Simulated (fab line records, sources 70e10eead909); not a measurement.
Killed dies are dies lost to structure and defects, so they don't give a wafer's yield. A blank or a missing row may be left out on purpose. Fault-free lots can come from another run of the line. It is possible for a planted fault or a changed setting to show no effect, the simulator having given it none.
fab line records ; flow nand-harc
[record] lots = 7; wafers = 21; last-day = 23
route steps=1159 shown P_GATE@187 P_CONTACT@217 END@1159
lots untouched by any fault: they come from a run of this same line in which no faults occurred
start-h: hours from the record's opening day to when the first of the lot's shown wafers began ; wait-h: how many hours have passed since the lot's step before this one ; " the same as in the row above ; L1.1+2: several wafers, shown together as one row ; - either no value or no given start ; * or withheld: withheld ; < > ~ a bound
route shown NAME@n: NAME is a module with steps in the file, n the number in the route of the first one ; usual: mean/standard deviation taken from wafers without a fault ; same: alike in all rows ; chamber/n: place in a boat ; sites: per-site readings ; _std_site: how widely they spread, as a standard deviation ; _edge_site: the outer-site mean with the inner-site mean subtracted ; radius-mm: how far each site lies from the wafer's centre ; mask NAME#n: copy n ; behind: the last tool/chamber to shape the wafer ; hold: why the lot was held/for how many hours/how that ended ; device: whichever transistor did not switch (one of n, p or np) ; end of line: the same wafers' tests at the end of the route ; a step given without rows: its recipe and nothing more ; killed: dies that structure and defects cost at the first sort, which is not the same as the wafer's yield ; map: a wafer's dies, x killed, . not, _ none there
set.NAME: the setting the step ran with; set.NAME@STEP: the setting that earlier step ran with ; model.NAME: the simulator's own value behind a step, which no gauge read
certain route steps with their lots: each step a table, each wafer a row
services: a tool's chamber out of use, with start hour (start-h, from the record's first day; less than 0 if before it), hours out, and reason
[[steps]]
[step NHARC_P_GATE_DESCUM_61]
[recipe] time-s = 3; o2-flow-sccm = 200; ar-flow-sccm = 0; bias-power-w = 0; chemistry = O2
[usual] drypump-motor-current-A = 5.7/0.46; oes-product-au = 1.000/0.0065; rf-vpp-V = 57.9/0.9; showerhead-plenum-p-Torr = 1.94/0.089; throttle-valve-pct = 11.312/0.0084
lot.wafer;tool;chamber;start-h;wait-h;drypump-motor-current-A;oes-product-au;rf-hours-counter-h;rf-vpp-V;showerhead-plenum-p-Torr;throttle-valve-pct
L834.4;rie-diel-04;2;109.93;-;6.5;0.996;24;56.6;1.83;11.310
L834.1;rie-diel-04;1;109.93;-;5.7;0.998;25;58.7;1.93;11.311
L834.6;rie-diel-04;2;109.93;-;6.5;1.008;-;58.1;1.83;11.327
L836.1;rie-diel-10;3;117.06;-;5.3;1.011;38;58.1;2.01;11.302
L836.4;rie-diel-10;0;117.06;-;5.2;1.004;37;55.8;1.83;11.320
L836.6;rie-diel-10;3;117.06;-;5.2;1.007;-;58.3;2.01;11.321
L838.3;rie-diel-04;3;139.96;-;5.3;1.011;2;57.9;2.03;11.315
L838.2;rie-diel-04;0;139.96;-;5.7;1.022;2;57.9;2.01;11.315
L838.5;rie-diel-04;2;139.96;-;6.5;1.008;-;57.2;1.83;11.312
L839.3;rie-diel-10;3;148.43;-;5.3;1.002;49;56.2;2.00;11.315
L839.1;rie-diel-10;2;148.43;-;6.1;1.005;51;59.8;2.03;11.295
L839.6;rie-diel-10;3;148.43;-;5.3;1.002;-;58.5;2.00;11.323
L841.1;rie-diel-04;3;155.03;-;5.3;1.000;5;58.4;2.02;11.317
L841.5;rie-diel-04;2;155.03;-;6.6;0.992;-;56.6;1.83;11.315
L841.6;rie-diel-04;3;155.03;-;5.3;1.006;-;58.2;2.02;11.316
L842.3;rie-diel-04;0;155.37;-;5.8;1.007;5;58.1;2.00;11.310
L842.4;rie-diel-04;1;155.37;-;5.6;0.983;6;58.1;1.93;11.302
L842.6;rie-diel-04;0;155.37;-;5.8;1.003;-;58.2;2.00;11.315
L852.3;rie-diel-10;3;211.17;-;5.3;1.000;9;57.3;2.00;11.325
L852.2;rie-diel-10;0;211.17;-;5.2;1.000;9;58.7;1.82;11.302
L852.6;rie-diel-10;2;211.17;-;6.1;1.005;-;57.9;2.03;11.310
[step NHARC_P_GATE_IMPLANT_62]
[recipe] energy-kev = 20; dose-cm2 = 3e+15; tilt-deg = 7
[step NHARC_P_GATE_STRIP_112]
[recipe] power-w = 1500; temp-c = 110; time-s = 200; chemistry = N2/H2
[usual] drypump-motor-current-A = 6.2/0.43; heater-power-w = 88/5.8
lot.wafer;tool;chamber;start-h;wait-h;drypump-motor-current-A;heater-power-w;rf-hours-counter-h
L834.1;plasma-asher-02;1;110.30;0.2;5.6;82;33
L834.4;plasma-asher-02;0;110.30;0.2;5.9;100;-
L834.6;plasma-asher-02;1;110.30;0.2;5.6;81;-
L836.1;plasma-asher-01;1;117.47;0.2;6.6;84;3
L836.4;plasma-asher-01;0;117.47;0.2;6.6;86;-
L836.6;plasma-asher-01;1;117.47;0.2;6.6;88;-
L838.2;plasma-asher-01;1;140.35;0.2;6.6;82;7
L838.3;plasma-asher-01;0;140.35;0.2;6.5;87;-
L838.5;plasma-asher-01;0;140.35;0.2;6.6;88;-
L839.1;plasma-asher-01;0;149.00;0.4;6.6;88;10
L839.3;plasma-asher-01;0;149.00;0.4;6.6;90;-
L839.6;plasma-asher-01;0;149.00;0.4;6.5;88;-
L841.1;plasma-asher-01;1;155.43;0.2;6.6;88;14
L841.6;plasma-asher-01;0;155.43;0.2;6.5;89;-
L841.5;plasma-asher-01;1;155.43;0.2;6.6;84;-
L842.3;plasma-asher-01;0;155.83;0.2;6.6;88;-
L842.4;plasma-asher-01;1;155.83;0.2;6.6;86;-
L842.6;plasma-asher-01;1;155.83;0.2;6.6;87;-
L852.2;plasma-asher-02;1;211.58;0.2;5.6;78;6
L852.3;plasma-asher-02;1;211.58;0.2;5.6;79;-
L852.6;plasma-asher-02;0;211.58;0.2;5.9;95;-
[step NHARC_P_GATE_STRIP_76]
[recipe] power-w = 1500; temp-c = 250; chemistry = O2
[step NHARC_P_GATE_STRIP_63]
[recipe] time-s = 900; temp-c = 130; chemistry = SPM
[step NHARC_P_GATE_DEHYDRATE_83]
[recipe] temp-c = 150; time-s = 120
[step NHARC_P_GATE_HMDS_84]
[recipe] time-s = 30
[step NHARC_P_GATE_COAT_85]
[recipe] spin-rpm = 3000
[step NHARC_P_GATE_SOFTBAKE_86]
[recipe] temp-c = 122; time-s = 95
[step NHARC_P_GATE_EBR_87]
[step NHARC_P_GATE_EXPOSE_88]
[recipe] na = 0.6; target-cd-nm = 2000; dose-mj = 11.87; mask-id = P_HVN
[step NHARC_P_GATE_PEB_89]
[recipe] peb-temp-c = 118; peb-time-s = 85
[step NHARC_P_GATE_DEVELOP_90]
[recipe] time-s = 70
[usual] exhaust-pa = 45.1/0.86
lot.wafer;tool;chamber;start-h;wait-h;exhaust-pa
L834.1;litho-track-02;0;111;-;45.2
L834.4;litho-track-02;0;111;-;44.1
L834.6;litho-track-02;0;111;-;45.7
L836.1;litho-track-03;0;118;-;44.4
L836.4;litho-track-03;0;118;-;45.4
L836.6;litho-track-03;0;118;-;44.8
L838.2;litho-track-03;0;141;-;44.5
L838.3;litho-track-03;0;141;-;46.4
L838.5;litho-track-03;0;141;-;43.9
L839.1;litho-track-05;0;149;-;43.6
L839.3;litho-track-05;0;149;-;43.8
L839.6;litho-track-05;0;149;-;44.0
L841.1;litho-track-03;0;156;-;45.5
L841.5;litho-track-03;0;156;-;45.7
L841.6;litho-track-03;0;156;-;44.9
L842.3;litho-track-03;0;156;-;46.2
L842.4;litho-track-03;0;156;-;46.3
L842.6;litho-track-03;0;156;-;45.8
L852.2;litho-track-05;0;212;-;43.9
L852.3;litho-track-05;0;212;-;43.3
L852.6;litho-track-05;0;212;-;45.1
[step NHARC_P_GATE_HARDBAKE_92]
[recipe] temp-c = 125; time-s = 80
[step NHARC_P_GATE_DESCUM_93]
[recipe] time-s = 3; o2-flow-sccm = 200; ar-flow-sccm = 0; bias-power-w = 0; chemistry = O2
[usual] drypump-motor-current-A = 5.7/0.45; oes-product-au = 0.998/0.007; rf-vpp-V = 57.9/0.91; showerhead-plenum-p-Torr = 1.93/0.095; throttle-valve-pct = 11.310/0.0084
lot.wafer;tool;chamber;start-h;wait-h;drypump-motor-current-A;oes-product-au;rf-hours-counter-h;rf-vpp-V;showerhead-plenum-p-Torr;throttle-valve-pct;model.P_GATE.cd-nm
L834.4;rie-diel-01;2;111.66;-;5.4;0.997;51;55.4;1.83;11.300;1999
L834.1;rie-diel-01;3;111.66;-;5.0;0.998;55;58.0;1.80;11.315;1999
L834.6;rie-diel-01;1;111.66;-;6.0;0.999;-;59.1;2.01;11.317;2000
L836.1;rie-diel-01;3;118.80;-;5.0;0.995;57;57.1;1.80;11.310;2001
L836.4;rie-diel-01;1;118.80;-;6.0;0.991;-;57.8;2.01;11.312;2001
L836.6;rie-diel-01;0;118.80;-;5.6;1.005;-;57.9;1.85;11.305;2001
L838.2;rie-diel-04;2;141.66;-;6.6;1.006;2;57.2;1.83;11.299;2000
L838.3;rie-diel-04;0;141.66;-;5.7;1.015;2;58.1;2.01;11.311;1999
L838.5;rie-diel-04;2;141.66;-;6.6;1.000;-;56.6;1.83;11.297;720.7
L839.1;rie-diel-01;1;150.17;-;6.0;0.994;1;57.6;2.01;11.311;2001
L839.3;rie-diel-01;0;150.17;-;5.6;0.997;1;57.1;1.85;11.306;1999
L839.6;rie-diel-01;1;150.17;-;5.9;1.003;-;58.5;2.01;11.320;2001
L841.1;rie-diel-01;2;156.75;-;5.4;0.988;5;56.6;1.83;11.308;2001
L841.5;rie-diel-01;1;156.75;-;6.0;0.991;-;57.8;2.01;11.302;716.2
L841.6;rie-diel-01;2;156.75;-;5.4;0.996;-;57.0;1.83;11.306;2001
L842.3;rie-diel-10;0;157.10;-;5.2;1.004;51;56.2;1.82;11.314;1999
L842.4;rie-diel-10;1;157.10;-;5.4;1.000;47;56.7;1.76;11.311;720.6
L842.6;rie-diel-10;0;157.10;-;5.2;1.000;-;56.3;1.82;11.301;2000
L852.2;rie-diel-10;0;213.00;-;5.2;0.996;10;58.3;1.82;11.316;1998
L852.3;rie-diel-10;1;213.00;-;5.4;1.009;9;59.5;2.07;11.300;1999
L852.6;rie-diel-10;2;213.00;-;6.1;0.999;-;58.0;2.03;11.316;1998
[step NHARC_P_GATE_IMPLANT_94]
[recipe] energy-kev = 60; dose-cm2 = 2e+15; tilt-deg = 7
[step NHARC_P_GATE_STRIP_113]
[recipe] power-w = 1500; temp-c = 110; time-s = 740; chemistry = N2/H2
[step NHARC_P_GATE_STRIP_95]
[recipe] power-w = 1500; temp-c = 250; chemistry = O2
[step NHARC_P_GATE_STRIP_96]
[recipe] time-s = 900; temp-c = 130; chemistry = SPM
[step NHARC_P_GATE_RTA_64]
[recipe] temp-c = 1050; time-s = 1
[usual] lamp-power-pct = 35/4.3; wafer_temp_C_max = 1055.0/1.5
lot.wafer;tool;chamber;start-h;wait-h;lamp-power-pct;wafer_temp_C_max
L834.1;rtp-anneal-02;0;113.30;-;30;1053.3
L834.4;rtp-anneal-02;0;113.30;-;30;1054.8
L834.6;rtp-anneal-02;0;113.30;-;30;1055.9
L836.1;rtp-anneal-01;0;120.46;-;39;1054.9
L836.4;rtp-anneal-01;0;120.46;-;39;1055.6
L836.6;rtp-anneal-01;0;120.46;-;39;1056.2
L838.2;rtp-anneal-01;0;143.32;-;39;1054.6
L838.3;rtp-anneal-01;0;143.32;-;39;1055.7
L838.5;rtp-anneal-01;0;143.32;-;39;1055.8
L839.1;rtp-anneal-01;0;151.83;-;39;1055.3
L839.3;rtp-anneal-01;0;151.83;-;39;1055.1
L839.6;rtp-anneal-01;0;151.83;-;39;1054.8
L841.1;rtp-anneal-02;0;158.45;-;30;1053.4
L841.5;rtp-anneal-02;0;158.45;-;30;1052.8
L841.6;rtp-anneal-02;0;158.45;-;30;1052.3
L842.3;rtp-anneal-02;0;158.79;-;30;1053.5
L842.4;rtp-anneal-02;0;158.79;-;30;1056.1
L842.6;rtp-anneal-02;0;158.79;-;30;1054.3
L852.2;rtp-anneal-02;0;214.69;-;30;1053.8
L852.3;rtp-anneal-02;0;214.69;-;30;1053.1
L852.6;rtp-anneal-02;0;214.69;-;30;1053.0
[step NHARC_P_GATE_ETCH_77]
[recipe] target-depth-a = 60; chemistry = dHF; material = SiO2
[step NHARC_P_GATE_DEGAS_109]
[recipe] temp-c = 300; time-s = 60
[step NHARC_P_GATE_PRE_CLEAN_110]
[recipe] time-s = 30; bias-v = 200; gas = Ar
[step NHARC_P_GATE_SPUTTER_78]
[recipe] target-thk-a = 100; material = Ni
[step NHARC_P_GATE_SPUTTER_79]
[recipe] target-thk-a = 100; material = TiN
[step NHARC_P_GATE_RTA_80]
[recipe] temp-c = 300; time-s = 30
[usual] wafer_temp_C_max = 301.4/0.41
lot.wafer;tool;chamber;start-h;wait-h;wafer_temp_C_max
L834.1;rtp-anneal-01;0;113.90;-;302.0
L834.4;rtp-anneal-01;0;113.90;-;302.4
L834.6;rtp-anneal-01;0;113.90;-;302.2
L836.1;rtp-anneal-01;0;121.06;-;301.6
L836.4;rtp-anneal-01;0;121.06;-;301.6
L836.6;rtp-anneal-01;0;121.06;-;302.3
L838.2;rtp-anneal-02;0;143.94;-;300.9
L838.3;rtp-anneal-02;0;143.94;-;300.8
L838.5;rtp-anneal-02;0;143.94;-;301.5
L839.1;rtp-anneal-02;0;152.44;-;301.5
L839.3;rtp-anneal-02;0;152.44;-;301.2
L839.6;rtp-anneal-02;0;152.44;-;301.5
L841.1;rtp-anneal-02;0;159.08;-;301.2
L841.5;rtp-anneal-02;0;159.08;-;300.6
L841.6;rtp-anneal-02;0;159.08;-;300.9
L842.3;rtp-anneal-01;0;159.49;-;301.5
L842.4;rtp-anneal-01;0;159.49;-;301.4
L842.6;rtp-anneal-01;0;159.49;-;301.3
L852.2;rtp-anneal-02;0;215.31;-;301.4
L852.3;rtp-anneal-02;0;215.31;-;301.2
L852.6;rtp-anneal-02;0;215.31;-;301.1
[step NHARC_P_GATE_STRIP_67]
[recipe] time-s = 600; temp-c = 130; chemistry = SPM
[step NHARC_P_GATE_RTA_82]
[recipe] temp-c = 450; time-s = 30
[step NHARC_P_GATE_INSPECT_68]
[usual] raw-defect-count = 182/76
lot.wafer;tool;chamber;start-h;wait-h;raw-defect-count
L834.1;defect-inspect-02;-;114.55;0.2;325
L834.4;defect-inspect-02;-;114.55;0.2;132
L834.6;defect-inspect-02;-;114.55;0.2;207
L836.1;defect-inspect-02;-;121.72;0.2;241
L836.4;defect-inspect-02;-;121.72;0.2;199
L836.6;defect-inspect-02;-;121.72;0.2;100
L838.2;defect-inspect-01;-;144.57;0.1;146
L838.3;defect-inspect-01;-;144.57;0.1;125
L838.5;defect-inspect-01;-;144.57;0.1;138
L839.1;defect-inspect-02;-;153.12;0.2;93
L839.3;defect-inspect-02;-;153.12;0.2;187
L839.6;defect-inspect-02;-;153.12;0.2;206
L841.1;defect-inspect-01;-;160.01;0.2;251
L841.5;defect-inspect-01;-;160.01;0.2;286
L841.6;defect-inspect-01;-;160.01;0.2;360
L842.3;defect-inspect-02;-;160.12;0.1;183
L842.4;defect-inspect-02;-;160.12;0.1;115
L842.6;defect-inspect-02;-;160.12;0.1;146
L852.2;defect-inspect-02;-;215.94;0.1;139
L852.3;defect-inspect-02;-;215.94;0.1;122
L852.6;defect-inspect-02;-;215.94;0.1;112
[step NHARC_P_CONTACT_DEP_30]
[recipe] target-thk-a = 300; temp-c = 400; target-thk-nm = 30; flow-sccm = 200; rf-w = 450; material = SiNx
[step NHARC_P_CONTACT_DEP_00]
[recipe] target-thk-a = 5000; temp-c = 400; pressure-torr = 6.5; rf-w = 900; teos-flow-sccm = 161.4; flow-sccm = 2650; target-thk-nm = 500; gas = O2; material = SiO2
[step NHARC_P_CONTACT_CMP_01]
[recipe] target-thk-nm = 200; material = SiO2
[usual] motor-current-A = 12.2/1.1
lot.wafer;tool;chamber;start-h;wait-h;motor-current-A
L834.4;cmp-02;1;115.44;-;12.9
L834.1;cmp-02;2;115.44;-;11.3
L834.6;cmp-02;1;115.44;-;13.3
L836.1;cmp-02;0;122.52;-;12.1
L836.4;cmp-02;2;122.52;-;12.2
L836.6;cmp-02;3;122.52;-;13.5
L838.2;cmp-04;1;145.35;-;12.0
L838.3;cmp-04;0;145.35;-;11.9
L839.3;cmp-02;3;154.03;-;13.3
L839.1;cmp-02;0;154.03;-;12.2
L839.6;cmp-02;1;154.03;-;12.7
L841.1;cmp-04;3;160.84;-;13.5
L841.6;cmp-04;2;160.84;-;11.7
L842.3;cmp-02;2;160.95;-;12.0
L842.6;cmp-02;1;160.95;-;12.8
L852.3;cmp-04;0;216.80;-;11.0
L852.2;cmp-04;1;216.80;-;11.9
L852.6;cmp-04;3;216.80;-;14.5
[step NHARC_P_CONTACT_SRD_03]
[step NHARC_P_CONTACT_DEHYDRATE_04]
[recipe] temp-c = 150; time-s = 120
[step NHARC_P_CONTACT_HMDS_05]
[recipe] time-s = 30
[step NHARC_P_CONTACT_COAT_33]
[recipe] temp-c = 260; time-s = 75
[step NHARC_P_CONTACT_COAT_34]
[recipe] temp-c = 225; time-s = 65
[step NHARC_P_CONTACT_COAT_06]
[recipe] spin-rpm = 1500; resist-thk-nm = 90
[step NHARC_P_CONTACT_SOFTBAKE_07]
[recipe] temp-c = 105; time-s = 55
[step NHARC_P_CONTACT_EBR_08]
[step NHARC_END_SORT_01]
[recipe] temp-c = 25
[usual] killed-at-array = 28/8.9; killed-at-other = 0.8/1.2; killed-at-periphery = 3.3/2.3; killed-dies = 32/9.4; killed-open = 3.2/1.8; killed-short = 1.9/1.4
[same] gross-dies = 677
lot.wafer;tool;chamber;start-h;wait-h;killed-at-array;killed-at-other;killed-at-periphery;killed-dies;killed-open;killed-short
L836.1;prober-01;0;456.58;2.5;28;1;4;33;4;3
L836.4;prober-01;0;458.93;3.4;30;1;2;33;3;0
L836.6;prober-01;0;460.50;3.9;30;1;2;33;7;3
L838.5;prober-01;0;480.24;3.7;25;0;652;677;4;1
L842.3;prober-01;0;496.42;3.1;16;1;4;21;5;1
L842.4;prober-01;0;497.23;3.4;25;2;650;677;4;0
L841.5;prober-02;0;513.64;3.7;37;0;640;677;4;0
// killed by level:class
L836.1 A_CHANNEL_HOLE_D1:chamber-film-flake=10 A_SLIT:chamber-film-flake=8 A_STAIRCASE:chamber-film-flake=3 A_CONTACT:chamber-film-flake=2 P_GATE:geometric-particle:open=1 P_M0:geometric-particle:open=1 A_CHANNEL_HOLE_D1:geometric-particle:short=1 A_CHANNEL_FILL_D1:geometric-particle:short=1
L836.4 A_CHANNEL_HOLE_D1:chamber-film-flake=14 A_SLIT:chamber-film-flake=11 A_CONTACT:geometric-particle:open=2 A_WL_FILL:geometric-particle:open=1 P_STI:chamber-film-flake=1 P_BONDPAD:chamber-film-flake=1 A_CHANNEL_FILL_D1:chamber-film-flake=1 A_STAIRCASE:chamber-film-flake=1
L836.6 A_CHANNEL_HOLE_D1:chamber-film-flake=12 A_SLIT:chamber-film-flake=6 A_CONTACT:geometric-particle:open=3 A_CONTACT:chamber-film-flake=3 A_WL_FILL:geometric-particle:open=2 P_CONTACT:geometric-particle:short=1 A_WL_FILL:geometric-particle:short=1 A_CONTACT:geometric-particle:short=1
L838.5 P_GATE:area-develop=650 A_SLIT:chamber-film-flake=9 A_CHANNEL_HOLE_D1:chamber-film-flake=5 A_STAIRCASE:chamber-film-flake=3 A_CONTACT:chamber-film-flake=3 A_ONON_D1:geometric-particle:open=2 A_CONTACT:geometric-particle:open=2 P_ZERO_WELL:chamber-film-flake=2
L842.3 A_CHANNEL_HOLE_D1:chamber-film-flake=3 A_CONTACT:geometric-particle:open=2 A_WL_FILL:chamber-film-flake=2 A_CONTACT:chamber-film-flake=2 P_M0:geometric-particle:open=1 A_CHANNEL_FILL_D1:geometric-particle:open=1 A_WL_FILL:geometric-particle:short=1 A_WL_FILL:geometric-particle:open=1
L842.4 P_GATE:area-develop=650 A_CONTACT:chamber-film-flake=8 A_CHANNEL_HOLE_D1:chamber-film-flake=4 A_ZERO_WELL:chamber-film-flake=2 A_CHANNEL_FILL_D1:chamber-film-flake=2 A_STAIRCASE:chamber-film-flake=2 A_SLIT:chamber-film-flake=2 THIN_TSV:chamber-film-flake=2
L841.5 P_GATE:area-develop=637 A_SLIT:chamber-film-flake=20 A_CHANNEL_HOLE_D1:chamber-film-flake=9 A_CONTACT:chamber-film-flake=3 P_M0:geometric-particle:open=2 A_STAIRCASE:chamber-film-flake=2 A_CHANNEL_FILL_D1:geometric-particle:open=1 A_CONTACT:geometric-particle:open=1
// map L838.5 (x killed, . not)
____________x____________
_________xxxxxxx_________
_______xxxxxxxxxxx_______
______xxxxxxxxxxxxx______
_____xxxxxxxxxxxxxxx_____
____xxxxxxxxxxxxxxxxx____
____xxxxxxxxxxxxxxxxx____
___xxxxxxxxxxxxxxxxxxx___
___xxxxxxxxxxxxxxxxxxx___
__xxxxxxxxxxxxxxxxxxxxx__
__xxxxxxxxxxxxxxxxxxxxx__
_xxxxxxxxxxxxxxxxxxxxxxx_
_xxxxxxxxxxxxxxxxxxxxxxx_
_xxxxxxxxxxxxxxxxxxxxxxx_
_xxxxxxxxxxxxxxxxxxxxxxx_
_xxxxxxxxxxxxxxxxxxxxxxx_
xxxxxxxxxxxxxxxxxxxxxxxxx
xxxxxxxxxxxxxxxxxxxxxxxxx
xxxxxxxxxxxxxxxxxxxxxxxxx
xxxxxxxxxxxxxxxxxxxxxxxxx
xxxxxxxxxxxxxxxxxxxxxxxxx
_xxxxxxxxxxxxxxxxxxxxxxx_
_xxxxxxxxxxxxxxxxxxxxxxx_
_xxxxxxxxxxxxxxxxxxxxxxx_
_xxxxxxxxxxxxxxxxxxxxxxx_
_xxxxxxxxxxxxxxxxxxxxxxx_
__xxxxxxxxxxxxxxxxxxxxx__
__xxxxxxxxxxxxxxxxxxxxx__
___xxxxxxxxxxxxxxxxxxx___
___xxxxxxxxxxxxxxxxxxx___
____xxxxxxxxxxxxxxxxx____
____xxxxxxxxxxxxxxxxx____
_____xxxxxxxxxxxxxxx_____
______xxxxxxxxxxxxx______
_______xxxxxxxxxxx_______
_________xxxxxxx_________
____________x____________
// map L841.5 (x killed, . not)
____________x____________
_________xxxxxxx_________
_______xxxxxxxxxxx_______
______xxxxxxxxxxxxx______
_____xxxxxxxxxxxxxxx_____
____xxxxxxxxxxxxxxxxx____
____xxxxxxxxxxxxxxxxx____
___xxxxxxxxxxxxxxxxxxx___
___xxxxxxxxxxxxxxxxxxx___
__xxxxxxxxxxxxxxxxxxxxx__
__xxxxxxxxxxxxxxxxxxxxx__
_xxxxxxxxxxxxxxxxxxxxxxx_
_xxxxxxxxxxxxxxxxxxxxxxx_
_xxxxxxxxxxxxxxxxxxxxxxx_
_xxxxxxxxxxxxxxxxxxxxxxx_
_xxxxxxxxxxxxxxxxxxxxxxx_
xxxxxxxxxxxxxxxxxxxxxxxxx
xxxxxxxxxxxxxxxxxxxxxxxxx
xxxxxxxxxxxxxxxxxxxxxxxxx
xxxxxxxxxxxxxxxxxxxxxxxxx
xxxxxxxxxxxxxxxxxxxxxxxxx
_xxxxxxxxxxxxxxxxxxxxxxx_
_xxxxxxxxxxxxxxxxxxxxxxx_
_xxxxxxxxxxxxxxxxxxxxxxx_
_xxxxxxxxxxxxxxxxxxxxxxx_
_xxxxxxxxxxxxxxxxxxxxxxx_
__xxxxxxxxxxxxxxxxxxxxx__
__xxxxxxxxxxxxxxxxxxxxx__
___xxxxxxxxxxxxxxxxxxx___
___xxxxxxxxxxxxxxxxxxx___
____xxxxxxxxxxxxxxxxx____
____xxxxxxxxxxxxxxxxx____
_____xxxxxxxxxxxxxxx_____
______xxxxxxxxxxxxx______
_______xxxxxxxxxxx_______
_________xxxxxxx_________
____________x____________
[[services]]
tool;chamber;start-h;hours;kind
rie-diel-04;0;91.35;-;clean
rie-diel-04;1;91.35;-;clean
rie-diel-04;2;91.35;-;clean
rie-diel-04;3;91.35;-;clean
cmp-02;-;95.00;1.8;repair
plasma-asher-01;-;99.77;9.0;pm
plasma-asher-01;0;99.77;9.0;vent-cycle
plasma-asher-01;1;99.77;9.0;vent-cycle
cmp-04;-;105.10;4.0;pm
rie-diel-10;0;106.69;-;clean
rie-diel-10;1;106.69;-;clean
rie-diel-10;2;106.69;-;clean
rie-diel-04;-;111.90;9.0;pm
rie-diel-01;2;112.65;15.5;repair
cmp-02;-;128.50;4.0;pm
rie-diel-01;-;138.09;9.0;pm
cmp-04;-;145.92;1.5;repair
litho-track-02;-;165.00;7.0;pm
rie-diel-01;0;172.11;9.6;repair
rie-diel-10;-;176.50;9.0;pm
plasma-asher-02;-;183.85;9.0;pm
cmp-04;-;203.10;4.0;pm
rie-diel-04;1;206.97;14.9;repair
litho-track-03;-;213.00;7.0;pm
[[key]]
[first-sign] step = NHARC_END_SORT_01; reading = killed-at-periphery; direction = up; sigmas = 99+; usual = 3.3; struck = 647.3
[effect] step = NHARC_END_SORT_01; reading = killed-dies; direction = up; sigmas = 69; usual = 32; struck = 677
[model-effect] step = NHARC_P_GATE_DESCUM_93; value = P_GATE.cd-nm; without = 2001; struck = 719.2
[more-kills-born-at] NHARC_P_GATE_DEVELOP_90@litho-track-03 = 1937
met-at NHARC_P_GATE_DEVELOP_90
struck-wafers L838.5,L841.5,L842.4
later-rows-left-out L838.5,L841.5,L842.4
tester-left-out L838,L841,L842
onset-between 118 141
[fault] kind = process-parameter-drift; tool = litho-track-03; chamber = -; onset-h = 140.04; steps = NHARC_P_GATE_DEVELOP_90; channel = time-s; offset = *; shape = step; end-h = 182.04; scope = struck-wafers-only; acts-in = *; stated = *
// tester-left-out: of these lots the tester's yield and bins aren't shown, on N5 and GAA mostly nor the transistor test; their killed dies are dies lost to structure and defects alone, not to doping, threshold or leakage, so they don't give the yield
// later-rows-left-out: the simulator's readings of these wafers behind a module that went badly wrong aren't trusted and aren't shown, but for the sort
